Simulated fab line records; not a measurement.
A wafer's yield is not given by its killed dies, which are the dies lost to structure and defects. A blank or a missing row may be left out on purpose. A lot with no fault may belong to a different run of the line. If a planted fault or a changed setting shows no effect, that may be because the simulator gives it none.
fab line records    flow nand_harc
record lots=13  wafers=37  last_day=31
route steps=1302 shown P_START@1 P_ZERO_WELL@67 P_GATE@139 END@1302
lots that met no fault: taken from a fault-free run of the same line
start_h: hours from the record's opening day to when the first of the lot's shown wafers began    wait_h: hours from the lot's prior step to this one    " identical to the entry in the row above    L1.1+2: one row covering several wafers at once    - no value, or no start given    * or withheld: withheld    < > ~ a bound
route shown NAME@n: a module of which the file shows steps, and the number in the route of the first    usual: average and standard deviation across the fault-free wafers    same: alike in all rows    chamber/n: place in a boat    sites: the reading at each site    _std_site: standard deviation of those values    _edge_site: mean of outer sites minus mean of inner sites    radius_mm: how far each site lies from the wafer's centre    mask NAME#n: copy n    behind: the tool/chamber that last shaped the wafer    hold: what put the lot on hold/how long, in hours/how the hold closed    device: whichever transistor did not switch (one of n, p or np)    end of line: tests of these same wafers at the route's end    where a step has no rows: the recipe by itself    killed: not the wafer's yield, but the dies lost to structure and defects at the first sort    map: dies across one wafer; x = killed, . = not, _ = none there
set.NAME: the setting as run; set.NAME@STEP: as run at that earlier step    model.NAME: the simulator's own value behind a step, which no gauge read
one table for each step of the route and one row for each wafer, over a sample of lots
services: a tool's chamber out of use, with start hour (start_h, from the record's first day; less than 0 if before it), hours out, and reason
## steps
# step NHARC_P_START_INSPECT_01
# usual raw_defect_count=3.5/1.8
lot.wafer  tool               chamber  start_h  wait_h  raw_defect_count
L569.4     defect_inspect-01  -        20.04    -       6
L569.5     "                  -        "        "       2
L569.6     "                  -        "        "       1
L570.2     defect_inspect-01  -        30.04    -       5
L570.3     "                  -        "        "       3
L570.4     "                  -        "        "       2
L572.1     defect_inspect-01  -        50.04    -       6
L572.5     "                  -        "        "       3
L572.6     "                  -        "        "       1
L573.1     defect_inspect-02  -        60.04    -       3
L573.4     "                  -        "        "       4
L573.6     "                  -        "        "       5
L574.1     defect_inspect-02  -        70.03    -       6
L574.4     "                  -        "        "       1
L574.5     "                  -        "        "       6
L575.4     defect_inspect-02  -        80.04    -       2
L575.5     "                  -        "        "       3
L575.6     "                  -        "        "       5
L576.3     defect_inspect-02  -        90.04    -       5
L576.4     "                  -        "        "       2
L576.6     "                  -        "        "       8
L577.2     defect_inspect-01  -        100.04   -       3
L577.4     "                  -        "        "       2
L577.5     "                  -        "        "       3
L580.3     defect_inspect-01  -        130.04   -       5
L580.5     "                  -        "        "       4
L580.6     "                  -        "        "       2
L582.2     defect_inspect-01  -        150.05   -       0
L582.5     "                  -        "        "       3
L582.6     "                  -        "        "       7
L583.1     defect_inspect-01  -        160.04   -       3
L583.2     "                  -        "        "       3
L583.3     "                  -        "        "       1
L588.1     defect_inspect-01  -        210.04   -       5
L588.5     "                  -        "        "       1
L589.3     defect_inspect-02  -        220.04   -       8
L589.4     "                  -        "        "       0
# step NHARC_P_ZERO_WELL_RTA_42
# recipe temp_c=1100  time_s=300
# usual lamp_power_pct=37.0/0.48  wafer_temp_C_max=1108.0/2.6
lot.wafer  tool           chamber  start_h  wait_h  lamp_power_pct  wafer_temp_C_max
L570.2     rtp_anneal-02  0        37.16    -       37.8            1103.5
L570.3     "              0        "        "       37.7            1103.9
L570.4     "              0        "        "       37.8            1104.3
L572.1     rtp_anneal-01  0        56.77    -       36.7            1105.3
L572.5     "              0        "        "       36.7            1109.2
L572.6     "              0        "        "       36.6            1110.8
L569.4     rtp_anneal-01  0        64.90    -       36.7            1108.3
L569.5     "              0        "        "       36.8            1107.2
L569.6     "              0        "        "       36.6            1109.3
L573.1     rtp_anneal-01  0        67.11    -       36.8            1110.1
L573.4     "              0        "        "       36.7            1110.8
L573.6     "              0        "        "       36.7            1109.5
L574.1     rtp_anneal-01  0        76.92    -       36.7            1107.2
L574.4     "              0        "        "       36.7            1108.8
L574.5     "              0        "        "       36.7            1108.4
L575.4     rtp_anneal-01  0        86.94    -       36.8            1108.6
L575.5     "              0        "        "       36.8            1109.5
L575.6     "              0        "        "       36.8            1108.4
L576.3     rtp_anneal-01  0        97.22    -       36.8            1111.0
L576.4     "              0        "        "       36.8            1110.2
L576.6     "              0        "        "       36.8            1111.3
L577.2     rtp_anneal-02  0        107.10   -       37.8            1105.2
L577.4     "              0        "        "       37.8            1104.1
L577.5     "              0        "        "       37.8            1104.4
L580.3     rtp_anneal-02  0        138.25   -       37.8            1104.5
L580.5     "              0        "        "       37.8            1104.9
L580.6     "              0        "        "       37.8            1104.4
L582.2     rtp_anneal-01  0        157.08   -       36.7            1110.3
L582.5     "              0        "        "       36.7            1111.0
L582.6     "              0        "        "       36.7            1110.4
L583.1     rtp_anneal-01  0        166.78   -       36.8            1107.4
L583.2     "              0        "        "       36.8            1106.4
L583.3     "              0        "        "       36.8            1110.6
L588.1     rtp_anneal-01  0        216.63   -       36.7            1109.3
L588.5     "              0        "        "       36.7            1108.5
L589.3     rtp_anneal-01  0        229.28   -       36.8            1107.5
L589.4     "              0        "        "       36.8            1110.9
# step NHARC_P_GATE_PEB_24
# recipe peb_temp_c=100  peb_time_s=65
# usual plate_temp_C=100.01/0.12
lot.wafer  tool            chamber  start_h  wait_h  plate_temp_C
L570.2     litho_track-01  0        112.90   0.1     99.86
L570.3     "               0        "        "       100.20
L570.4     "               0        "        "       99.82
L572.1     litho_track-01  0        130.91   0.1     99.84
L572.5     "               0        "        "       99.88
L572.6     "               0        "        "       99.86
L569.4     litho_track-04  0        132.92   0.0     99.97
L569.5     "               0        "        "       99.85
L569.6     "               0        "        "       100.06
L573.1     litho_track-06  0        133.30   0.1     100.11
L573.4     "               0        "        "       100.05
L573.6     "               0        "        "       100.19
L574.1     litho_track-06  0        145.91   0.1     99.99
L574.4     "               0        "        "       99.95
L574.5     "               0        "        "       100.01
L575.4     litho_track-06  0        155.09   0.0     100.05
L575.5     "               0        "        "       99.83
L575.6     "               0        "        "       100.01
L576.3     litho_track-06  0        167.49   0.0     100.10
L576.4     "               0        "        "       100.03
L576.6     "               0        "        "       99.99
L577.2     litho_track-04  0        181.83   0.1     99.98
L577.4     "               0        "        "       99.87
L577.5     "               0        "        "       100.06
L580.3     litho_track-06  0        206.73   0.0     99.82
L580.5     "               0        "        "       100.06
L580.6     "               0        "        "       100.11
L582.2     litho_track-01  0        245.33   0.1     100.08
L582.5     "               0        "        "       99.90
L582.6     "               0        "        "       99.93
L583.1     litho_track-06  0        246.10   0.1     100.19
L583.2     "               0        "        "       100.12
L583.3     "               0        "        "       100.03
L588.1     litho_track-01  0        280.69   0.1     99.83
L588.5     "               0        "        "       100.17
L589.3     litho_track-01  0        294.18   0.0     99.90
L589.4     "               0        "        "       100.23
# step NHARC_P_GATE_CD_MEAS_26
# recipe target_cd_nm=120  landing_energy_ev=500
# usual cd_nm=120.3/0.54
lot.wafer  tool       chamber  start_h  wait_h  cd_nm
L570.2     cd_sem-02  0        112.99   -       121.1
L570.3     "          0        "        "       120.4
L570.4     "          0        "        "       120.8
L572.1     cd_sem-02  0        130.99   -       120.2
L572.5     "          0        "        "       119.8
L572.6     "          0        "        "       120.7
L569.4     cd_sem-02  0        133.00   -       120.2
L569.5     "          0        "        "       119.7
L569.6     "          0        "        "       120.0
L573.1     cd_sem-03  0        133.38   -       119.5
L573.4     "          0        "        "       120.3
L573.6     "          0        "        "       119.6
L574.1     cd_sem-02  0        145.99   -       120.0
L574.4     "          0        "        "       119.5
L574.5     "          0        "        "       120.2
L575.4     cd_sem-03  0        155.17   -       120.0
L575.5     "          0        "        "       119.5
L575.6     "          0        "        "       120.0
L576.3     cd_sem-02  0        167.57   -       120.6
L576.4     "          0        "        "       120.8
L576.6     "          0        "        "       121.0
L577.2     cd_sem-03  0        181.91   -       120.9
L577.4     "          0        "        "       120.9
L577.5     "          0        "        "       121.2
L580.3     cd_sem-03  0        206.82   -       120.2
L580.5     "          0        "        "       120.5
L580.6     "          0        "        "       120.6
L582.2     cd_sem-01  0        245.42   -       119.9
L582.5     "          0        "        "       119.3
L582.6     "          0        "        "       119.6
L583.1     cd_sem-03  0        246.18   -       119.9
L583.2     "          0        "        "       120.5
L583.3     "          0        "        "       120.6
L588.1     cd_sem-02  0        280.77   -       108.2
L588.5     "          0        "        "       119.7
L589.3     cd_sem-03  0        294.26   -       120.7
L589.4     "          0        "        "       107.6
# step NHARC_P_GATE_DESCUM_31
# recipe time_s=3  o2_flow_sccm=200  ar_flow_sccm=0  bias_power_w=0  chemistry=O2
# usual drypump_motor_current_A=5.9/0.64  oes_product_au=1.010/0.0093  rf_vpp_V=57.8/0.9  showerhead_plenum_p_Torr=1.90/0.059  throttle_valve_pct=11.310/0.009
lot.wafer  tool         chamber  start_h  wait_h  drypump_motor_current_A  oes_product_au  rf_hours_counter_h  rf_vpp_V  showerhead_plenum_p_Torr  throttle_valve_pct
L570.3     rie_diel-07  3        113.17   0.1     5.2                      0.985           11.3                58.9      2.01                      11.319
L570.2     "            0        "        "       4.9                      1.006           10.7                57.1      1.88                      11.319
L570.4     "            2        "        "       6.1                      1.013           10.7                58.1      1.93                      11.317
L572.1     rie_diel-03  0        131.17   0.1     6.1                      1.031           1.2                 56.9      1.84                      11.312
L572.5     "            0        "        "       6.1                      1.015           -                   58.2      1.84                      11.316
L572.6     "            1        "        "       6.6                      1.018           -                   58.7      2.00                      11.318
L569.4     rie_diel-03  0        133.21   0.1     6.1                      1.013           1.3                 57.8      1.84                      11.307
L569.5     "            1        "        "       6.6                      0.998           -                   58.6      2.00                      11.306
L569.6     "            2        "        "       5.9                      1.010           -                   58.3      1.83                      11.312
L573.1     rie_diel-07  1        133.57   0.1     6.6                      1.008           1.0                 57.0      1.90                      11.314
L573.6     "            3        "        "       5.2                      0.991           -                   57.6      2.01                      11.296
L573.4     "            0        "        "       4.9                      1.023           -                   57.4      1.88                      11.319
L574.4     rie_diel-07  2        146.19   0.1     6.1                      1.002           0.0                 57.0      1.93                      11.307
L574.1     "            0        "        "       4.9                      1.024           1.2                 58.3      1.88                      11.290
L574.5     "            1        "        "       6.5                      1.006           -                   56.9      1.90                      11.300
L575.4     rie_diel-03  1        155.40   0.1     6.6                      1.010           1.3                 60.0      2.00                      11.306
L575.6     "            2        "        "       5.9                      1.008           -                   57.0      1.83                      11.323
L575.5     "            3        "        "       5.6                      1.014           -                   58.9      1.83                      11.313
L576.3     rie_diel-01  0        167.76   0.1     6.1                      1.004           8.1                 55.9      1.79                      11.308
L576.4     "            2        "        "       5.5                      0.998           9.1                 57.0      1.86                      11.308
L576.6     "            0        "        "       6.1                      1.004           -                   57.3      1.79                      11.296
L577.4     rie_diel-07  1        182.09   0.1     6.6                      1.009           2.6                 59.5      1.90                      11.326
L577.2     "            3        "        "       5.2                      1.000           3.1                 57.9      2.01                      11.321
L577.5     "            1        "        "       6.6                      1.011           -                   58.9      1.90                      11.318
L580.3     rie_diel-03  1        207.00   0.1     6.6                      1.008           4.2                 58.4      2.00                      11.320
L580.6     "            1        "        "       6.6                      1.005           -                   57.3      2.00                      11.308
L580.5     "            2        "        "       5.9                      1.014           -                   57.8      1.83                      11.311
L582.2     rie_diel-07  1        245.62   0.1     6.5                      1.007           4.6                 58.2      1.90                      11.300
L582.5     "            2        "        "       6.1                      1.000           -                   57.6      1.93                      11.315
L582.6     "            0        "        "       4.9                      1.018           -                   58.4      1.88                      11.323
L583.2     rie_diel-07  1        246.37   0.1     6.5                      1.015           4.7                 57.6      1.90                      11.312
L583.3     "            2        "        "       6.1                      1.013           3.4                 57.1      1.93                      11.296
L583.1     "            0        "        "       4.9                      1.026           5.2                 56.1      1.88                      11.326
L588.1     rie_diel-07  2        280.95   0.1     6.1                      1.004           5.1                 57.1      1.93                      11.313
L588.5     "            0        "        "       4.9                      1.018           -                   58.6      1.88                      11.292
L589.3     rie_diel-01  1        294.44   0.1     6.7                      1.013           6.6                 56.1      1.81                      11.307
L589.4     "            0        "        "       6.2                      1.024           7.0                 56.3      1.79                      11.304
# step NHARC_END_SORT_01
# recipe temp_c=25
# usual killed_at_array=58/20  killed_at_other=0.8/1  killed_at_periphery=4.6/2.8  killed_dies=63/19  killed_open=3.4/2  killed_short=2.4/1.8
# same gross_dies=677
lot.wafer  tool       chamber  start_h  wait_h  killed_at_array  killed_at_other  killed_at_periphery  killed_dies  killed_open  killed_short
L588.1     prober-02  0        749.58   2.5     69               1                10                   80           0            4
L589.4     prober-01  0        751.99   3.4     38               0                7                    45           3            2
# killed by level:class
L588.1 A_CHANNEL_HOLE_D1:chamber_film_flake=29 A_CHANNEL_HOLE_D2:chamber_film_flake=20 P_GATE:area_peb=9 A_CONTACT:chamber_film_flake=5 A_SLIT:chamber_film_flake=4 A_STAIRCASE:chamber_film_flake=3 A_CHANNEL_FILL_D2:chamber_film_flake=2 A_ONON_D2:geometric_particle:short=1
L589.4 A_SLIT:chamber_film_flake=17 A_CHANNEL_HOLE_D1:chamber_film_flake=7 A_CONTACT:chamber_film_flake=3 P_M0:chamber_film_flake=2 A_M1:chamber_film_flake=2 P_GATE:area_peb=2 P_M0:geometric_particle:open=1 A_DECK1_JOINT:geometric_particle:short=1
## services
tool            chamber  start_h  hours  kind
rie_diel-07     0        22.70    -      clean
rie_diel-07     1        22.70    -      clean
rie_diel-01     -        27.09    9.0    pm
litho_track-04  -        28.00    7.0    pm
rie_diel-07     0        43.44    10.0   repair
rie_diel-07     -        62.57    0.6    repair
rie_diel-01     1        64.29    19.7   repair
rie_diel-01     3        65.65    14.5   repair
rie_diel-01     0        92.16    16.5   repair
rie_diel-03     -        104.77   9.0    pm
rie_diel-07     -        117.26   9.0    pm
rie_diel-03     -        152.94   0.1    repair
litho_track-01  -        155.00   7.0    pm
rie_diel-03     0        164.37   4.5    repair
rie_diel-03     1        177.74   3.3    repair
litho_track-06  -        179.00   7.0    pm
litho_track-04  -        203.00   7.0    pm
rie_diel-01     -        204.55   9.0    pm
rie_diel-07     -        230.30   1.5    repair
rie_diel-07     3        237.47   48.7   repair
rie_diel-03     -        281.77   9.0    pm
rie_diel-07     -        289.72   0.4    repair
rie_diel-03     -        291.70   0.2    repair
rie_diel-07     -        294.26   9.0    pm
## key
first_sign step=NHARC_P_GATE_CD_MEAS_26  reading=cd_nm  direction=down  sigmas=23  usual=120.3  struck=107.9
effect none on later readings
met_at NHARC_P_GATE_PEB_24
struck_lots L588,L589
struck_wafers L588.1,L589.4
tester_left_out L588,L589
not_acting_at NHARC_P_START_INSPECT_01,NHARC_P_ZERO_WELL_RTA_42,NHARC_P_GATE_DESCUM_31
onset_between 245.33 280.69
fault kind=process_parameter_drift  tool=litho_track-01  chamber=-  onset_h=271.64  steps=NHARC_P_GATE_PEB_24  channel=peb_time_s  offset=*  shape=step  end_h=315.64  scope=struck_wafers_only  acts_in=*  stated=*
# tester_left_out: of these lots the tester's yield and bins aren't shown, on N5 and GAA mostly nor the transistor test; their killed dies are dies lost to structure and defects alone, not to doping, threshold or leakage, so they don't give the yield
